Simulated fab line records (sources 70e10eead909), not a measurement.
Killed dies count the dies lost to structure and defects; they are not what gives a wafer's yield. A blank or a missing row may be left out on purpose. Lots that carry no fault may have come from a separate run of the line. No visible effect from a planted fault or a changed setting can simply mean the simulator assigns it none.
fab line records | flow nandHarc | part 2 of 2: steps 17 to 21 of 21
record: lots: 5 | wafers: 15 | lastDay: 33
route steps=1302 shown A_CHANNEL_HOLE_D1@458
lots with no fault: from the same line, run without faults
startH: hours from the record's opening day to when the first of the lot's shown wafers began | waitH: hours from the lot's prior step to this one | " as in the row above | L1.1+2: a row that stands for several wafers | - no value, or no start given | * or withheld: withheld | < > ~ a bound
route shown NAME@n: NAME is a module with steps in the file, n the number in the route of the first one | usual: the fault-free wafers' mean and standard deviation | same: alike in all rows | chamber/n: place in a boat | sites: the reading at each site | _std_site: the standard deviation of these | _edge_site: mean of outer sites minus mean of inner sites | radiusMm: how far each site lies from the wafer's centre | mask NAME#n: copy n | behind: the tool/chamber that last shaped the wafer | hold: why the lot went on hold/how many hours it stayed there/how the hold came to an end | device: transistor that didn't switch, given as n, p or np | end of line: the tests these same wafers got at the end of their route | a step without rows: its recipe alone | killed: dies that structure and defects cost at the first sort, which is not the same as the wafer's yield | map: the dies of a wafer, with x for killed, . for not killed, _ for no die there
set.NAME: setting as actually run; set.NAME@STEP: the setting as run at that earlier step | model.NAME: the simulator's own value behind a step, which no gauge read
lots at selected steps of the route; one table per step, one row per wafer
services: a tool's chamber out of use, with start hour (startH, from the record's first day; less than 0 if before it), hours out, and reason
== steps ==
step: NHARC_A_CHANNEL_HOLE_D1_ETCH_22
recipe: biasV: 3000 | sourceW: withheld | pressureMtorr: 20 | timeS: 666.7 | arFlowSccm: 375 | c4f8FlowSccm: 89.3 | o2FlowSccm: 35.7 | tempC: -20 | targetDepthA: 16000 | chemistry: C4F8/O2/Ar
usual: c4f8FlowSccm: 89.26/0.28 | drypumpMotorCurrentA: 6.0/0.62 | mfcArSccm: 374.9/1.1 | showerheadPlenumPTorr: 3.58/0.087 | throttleValvePct: 32.155/0.009
lot.wafer | tool       | chamber | startH | waitH | c4f8FlowSccm | drypumpMotorCurrentA | mfcArSccm | rfHoursCounterH | showerheadPlenumPTorr | throttleValvePct
L075.4    | harEtch-02 | 1       | 161.23 | 0.4   | 89.34        | 5.1                  | 374.9     | -               | 3.77                  | 32.161
L075.6    | "          | 0       | "      | "     | 89.17        | 4.9                  | 374.4     | -               | 3.53                  | 32.163
L075.5    | "          | 1       | "      | "     | 89.52        | 5.1                  | 374.0     | -               | 3.77                  | 32.138
L074.2    | harEtch-01 | 1       | 167.70 | 0.4   | 89.67        | 6.5                  | 376.7     | 93              | 3.66                  | 32.168
L074.1    | "          | 0       | "      | "     | 88.99        | 6.3                  | 374.7     | 93              | 3.54                  | 32.156
L074.6    | "          | 1       | "      | "     | 89.47        | 6.5                  | 374.9     | -               | 3.66                  | 32.152
L082.1    | harEtch-01 | 0       | 238.31 | 0.4   | 89.06        | 6.2                  | 375.3     | 132             | 3.52                  | 32.167
L082.6    | "          | 1       | "      | "     | 89.82        | 6.4                  | 375.4     | -               | 3.64                  | 32.153
L082.5    | "          | 0       | "      | "     | 89.22        | 6.2                  | 375.2     | -               | 3.52                  | 32.149
L084.3    | harEtch-01 | 0       | 260.20 | 8.4   | 89.12        | 6.3                  | 374.3     | -               | 3.52                  | 32.159
L084.5    | "          | 1       | "      | "     | 89.50        | 6.4                  | 375.3     | -               | 3.63                  | 32.157
L084.6    | "          | 0       | "      | "     | 89.13        | 6.2                  | 377.0     | -               | 3.52                  | 32.163
L094.3    | harEtch-01 | 1       | 364.82 | 0.4   | 89.46        | 6.5                  | 375.3     | -               | 3.60                  | 32.160
L094.4    | "          | 0       | "      | "     | 88.73        | 6.2                  | 375.4     | -               | 3.48                  | 32.170
L094.5    | "          | 1       | "      | "     | 89.22        | 6.5                  | 374.6     | -               | 3.60                  | 32.159
step: NHARC_A_CHANNEL_HOLE_D1_ETCH_23
recipe: biasV: 5000 | sourceW: withheld | pressureMtorr: 20 | timeS: 819 | arFlowSccm: 375 | c4f8FlowSccm: 89.3 | o2FlowSccm: 35.7 | tempC: -20 | targetDepthA: 16000 | chemistry: C4F8/O2/Ar
usual: c4f8FlowSccm: 89.28/0.27 | drypumpMotorCurrentA: 6.0/0.62 | mfcArSccm: 374.9/1.2 | showerheadPlenumPTorr: 3.58/0.087 | throttleValvePct: 32.154/0.0094
lot.wafer | tool       | chamber | startH | waitH | c4f8FlowSccm | drypumpMotorCurrentA | mfcArSccm | rfHoursCounterH | showerheadPlenumPTorr | throttleValvePct
L075.4    | harEtch-02 | 1       | 161.86 | 0.5   | 89.14        | 5.1                  | 373.6     | -               | 3.77                  | 32.161
L075.6    | "          | 0       | "      | "     | 89.59        | 4.9                  | 374.1     | -               | 3.53                  | 32.153
L075.5    | "          | 1       | "      | "     | 89.06        | 5.1                  | 372.7     | -               | 3.77                  | 32.148
L074.2    | harEtch-01 | 1       | 168.27 | 0.5   | 88.61        | 6.5                  | 373.8     | 94              | 3.66                  | 32.156
L074.1    | "          | 0       | "      | "     | 89.23        | 6.3                  | 377.3     | 94              | 3.54                  | 32.142
L074.6    | "          | 1       | "      | "     | 88.86        | 6.5                  | 374.7     | -               | 3.66                  | 32.154
L082.1    | harEtch-01 | 0       | 238.91 | 0.5   | 89.10        | 6.3                  | 373.6     | 132             | 3.52                  | 32.169
L082.6    | "          | 1       | "      | "     | 89.27        | 6.5                  | 374.5     | -               | 3.64                  | 32.155
L082.5    | "          | 0       | "      | "     | 89.06        | 6.3                  | 373.4     | -               | 3.52                  | 32.156
L084.3    | harEtch-01 | 0       | 260.82 | 0.5   | 89.14        | 6.3                  | 376.4     | -               | 3.52                  | 32.141
L084.5    | "          | 1       | "      | "     | 89.21        | 6.5                  | 373.1     | -               | 3.63                  | 32.146
L084.6    | "          | 0       | "      | "     | 89.18        | 6.3                  | 375.2     | -               | 3.52                  | 32.158
L094.3    | harEtch-01 | 1       | 365.43 | 0.5   | 89.13        | 6.5                  | 374.6     | -               | 3.60                  | 32.180
L094.4    | "          | 0       | "      | "     | 89.58        | 6.3                  | 375.0     | -               | 3.48                  | 32.171
L094.5    | "          | 1       | "      | "     | 89.77        | 6.5                  | 374.7     | -               | 3.60                  | 32.162
step: NHARC_A_CHANNEL_HOLE_D1_ETCH_24
recipe: biasV: 5000 | sourceW: withheld | pressureMtorr: 20 | timeS: 906.2 | arFlowSccm: 375 | c4f8FlowSccm: 93.8 | o2FlowSccm: 31.2 | tempC: -20 | targetDepthA: 15000 | chemistry: C4F8/O2/Ar
usual: c4f8FlowSccm: 93.80/0.26 | drypumpMotorCurrentA: 6.0/0.62 | mfcArSccm: 375.0/1.2 | showerheadPlenumPTorr: 3.57/0.086 | throttleValvePct: 32.236/0.0087
lot.wafer | tool       | chamber | startH | waitH | c4f8FlowSccm | drypumpMotorCurrentA | mfcArSccm | rfHoursCounterH | showerheadPlenumPTorr | throttleValvePct
L075.4    | harEtch-02 | 1       | 162.59 | 0.6   | 94.02        | 5.1                  | 375.4     | -               | 3.76                  | 32.242
L075.6    | "          | 0       | "      | "     | 93.24        | 4.9                  | 375.8     | -               | 3.52                  | 32.230
L075.5    | "          | 1       | "      | "     | 94.00        | 5.1                  | 374.4     | -               | 3.76                  | 32.234
L074.2    | harEtch-01 | 1       | 168.98 | 0.6   | 93.88        | 6.4                  | 375.3     | 94              | 3.65                  | 32.239
L074.1    | "          | 0       | "      | "     | 93.71        | 6.2                  | 376.2     | 94              | 3.54                  | 32.233
L074.6    | "          | 1       | "      | "     | 94.37        | 6.5                  | 374.9     | -               | 3.65                  | 32.233
L082.1    | harEtch-01 | 0       | 239.61 | 0.6   | 93.86        | 6.3                  | 373.2     | 133             | 3.52                  | 32.232
L082.6    | "          | 1       | "      | "     | 94.09        | 6.5                  | 373.9     | -               | 3.63                  | 32.243
L082.5    | "          | 0       | "      | "     | 93.77        | 6.3                  | 374.5     | -               | 3.52                  | 32.242
L084.3    | harEtch-01 | 0       | 261.55 | 0.6   | 93.76        | 6.3                  | 373.6     | -               | 3.51                  | 32.230
L084.5    | "          | 1       | "      | "     | 93.93        | 6.5                  | 375.2     | -               | 3.63                  | 32.246
L084.6    | "          | 0       | "      | "     | 93.95        | 6.3                  | 374.6     | -               | 3.51                  | 32.220
L094.3    | harEtch-01 | 1       | 366.15 | 0.6   | 93.50        | 6.4                  | 374.6     | -               | 3.59                  | 32.239
L094.4    | "          | 0       | "      | "     | 93.60        | 6.3                  | 375.1     | -               | 3.48                  | 32.239
L094.5    | "          | 1       | "      | "     | 93.71        | 6.4                  | 372.6     | -               | 3.59                  | 32.237
step: NHARC_A_CHANNEL_HOLE_D1_ETCH_25
recipe: biasV: 5000 | sourceW: withheld | pressureMtorr: 20 | timeS: 1040.2 | arFlowSccm: 375 | c4f8FlowSccm: 93.8 | o2FlowSccm: 31.2 | tempC: -20 | targetDepthA: 15000 | chemistry: C4F8/O2/Ar
usual: c4f8FlowSccm: 93.78/0.26 | drypumpMotorCurrentA: 6.0/0.62 | mfcArSccm: 375.0/1.1 | showerheadPlenumPTorr: 3.57/0.086 | throttleValvePct: 32.235/0.0087
lot.wafer | tool       | chamber | startH | waitH | c4f8FlowSccm | drypumpMotorCurrentA | mfcArSccm | rfHoursCounterH | showerheadPlenumPTorr | throttleValvePct
L075.4    | harEtch-02 | 1       | 163.41 | 0.7   | 94.06        | 5.1                  | 374.9     | -               | 3.76                  | 32.239
L075.6    | "          | 0       | "      | "     | 93.52        | 4.9                  | 375.0     | -               | 3.52                  | 32.235
L075.5    | "          | 1       | "      | "     | 93.78        | 5.1                  | 375.4     | -               | 3.76                  | 32.244
L074.2    | harEtch-01 | 1       | 169.76 | 0.6   | 93.83        | 6.5                  | 376.9     | 95              | 3.65                  | 32.244
L074.1    | "          | 0       | "      | "     | 93.77        | 6.3                  | 375.3     | 95              | 3.54                  | 32.237
L074.6    | "          | 1       | "      | "     | 93.91        | 6.5                  | 376.4     | -               | 3.65                  | 32.229
L082.1    | harEtch-01 | 0       | 240.40 | 0.7   | 93.10        | 6.2                  | 374.8     | 134             | 3.52                  | 32.237
L082.6    | "          | 1       | "      | "     | 94.33        | 6.5                  | 375.2     | -               | 3.63                  | 32.239
L082.5    | "          | 0       | "      | "     | 93.13        | 6.3                  | 374.8     | -               | 3.52                  | 32.227
L084.3    | harEtch-01 | 0       | 262.38 | 0.7   | 93.62        | 6.2                  | 376.2     | -               | 3.51                  | 32.246
L084.5    | "          | 1       | "      | "     | 93.44        | 6.5                  | 373.8     | -               | 3.63                  | 32.230
L084.6    | "          | 0       | "      | "     | 93.69        | 6.2                  | 376.5     | -               | 3.51                  | 32.237
L094.3    | harEtch-01 | 1       | 366.95 | 0.7   | 94.39        | 6.5                  | 374.4     | -               | 3.59                  | 32.236
L094.4    | "          | 0       | "      | "     | 93.89        | 6.3                  | 374.9     | -               | 3.48                  | 32.228
L094.5    | "          | 1       | "      | "     | 93.98        | 6.4                  | 373.3     | -               | 3.59                  | 32.238
step: NHARC_A_CHANNEL_HOLE_D1_ETCH_26
recipe: biasV: 300 | sourceW: 2000 | pressureMtorr: 30 | timeS: 224.1 | arFlowSccm: 375 | c4f8FlowSccm: 11.4 | o2FlowSccm: 113.6 | tempC: -20 | targetDepthA: 3000 | chemistry: C4F8/O2/Ar
usual: c4f8FlowSccm: 11.39/0.035 | drypumpMotorCurrentA: 6.0/0.62 | mfcArSccm: 374.9/1.2 | showerheadPlenumPTorr: 3.62/0.091 | throttleValvePct: 24.584/0.0096
lot.wafer | tool       | chamber | startH | waitH | c4f8FlowSccm | drypumpMotorCurrentA | mfcArSccm | rfHoursCounterH | showerheadPlenumPTorr | throttleValvePct
L075.4    | harEtch-02 | 1       | 163.95 | 0.4   | 11.43        | 5.1                  | 374.5     | -               | 3.82                  | 24.559
L075.6    | "          | 0       | "      | "     | 11.41        | 4.9                  | 373.6     | -               | 3.56                  | 24.599
L075.5    | "          | 1       | "      | "     | 11.34        | 5.1                  | 374.3     | -               | 3.82                  | 24.603
L074.2    | harEtch-01 | 1       | 170.64 | 0.7   | 11.38        | 6.5                  | 374.7     | 96              | 3.70                  | 24.568
L074.1    | "          | 0       | "      | "     | 11.32        | 6.2                  | 372.9     | 96              | 3.58                  | 24.582
L074.6    | "          | 1       | "      | "     | 11.38        | 6.5                  | 374.2     | -               | 3.70                  | 24.591
L082.1    | harEtch-01 | 0       | 241.16 | 0.6   | 11.39        | 6.3                  | 377.4     | 134             | 3.56                  | 24.573
L082.6    | "          | 1       | "      | "     | 11.38        | 6.5                  | 376.1     | -               | 3.68                  | 24.591
L082.5    | "          | 0       | "      | "     | 11.38        | 6.3                  | 374.5     | -               | 3.56                  | 24.573
L084.3    | harEtch-01 | 0       | 262.92 | 0.4   | 11.38        | 6.3                  | 376.5     | -               | 3.55                  | 24.595
L084.5    | "          | 1       | "      | "     | 11.37        | 6.4                  | 374.4     | -               | 3.67                  | 24.595
L084.6    | "          | 0       | "      | "     | 11.40        | 6.3                  | 375.6     | -               | 3.55                  | 24.584
L094.3    | harEtch-01 | 1       | 367.60 | 0.5   | 11.43        | 6.5                  | 375.0     | -               | 3.64                  | 24.592
L094.4    | "          | 0       | "      | "     | 11.37        | 6.2                  | 376.3     | -               | 3.52                  | 24.586
L094.5    | "          | 1       | "      | "     | 11.43        | 6.5                  | 376.3     | -               | 3.64                  | 24.582
== services ==
tool           | chamber | startH | hours | kind
rieDiel-13     | -       | 141.03 | 9.0   | pm
rieDiel-13     | 0       | 141.03 | 9.0   | ventCycle
rieDiel-13     | 1       | 141.03 | 9.0   | ventCycle
rieDiel-13     | 2       | 141.03 | 9.0   | ventCycle
rieDiel-13     | 3       | 141.03 | 9.0   | ventCycle
arfiScanner-01 | -       | 149.48 | 0.3   | repair
lithoTrack-06  | -       | 155.00 | 7.0   | pm
arfiScanner-03 | -       | 155.96 | 2.4   | repair
arfiScanner-02 | -       | 170.72 | 0.9   | repair
arfiScanner-03 | -       | 172.00 | 4.0   | pm
lithoTrack-04  | -       | 179.00 | 7.0   | pm
arfiScanner-02 | -       | 188.56 | 0.4   | repair
rieDiel-13     | 1       | 204.07 | 6.0   | repair
arfiScanner-03 | -       | 217.60 | 1.0   | repair
arfiScanner-01 | -       | 228.00 | 4.0   | pm
arfiScanner-03 | -       | 250.25 | 5.1   | repair
arfiScanner-02 | -       | 288.00 | 4.0   | pm
rieDiel-13     | 3       | 297.51 | 8.8   | repair
lithoTrack-01  | -       | 306.00 | 7.0   | pm
rieDiel-13     | -       | 318.03 | 9.0   | pm
lithoTrack-06  | -       | 330.00 | 7.0   | pm
arfiScanner-03 | -       | 344.00 | 4.0   | pm
lithoTrack-04  | -       | 354.00 | 7.0   | pm
harEtch-02     | -       | 358.22 | 17.0  | pm
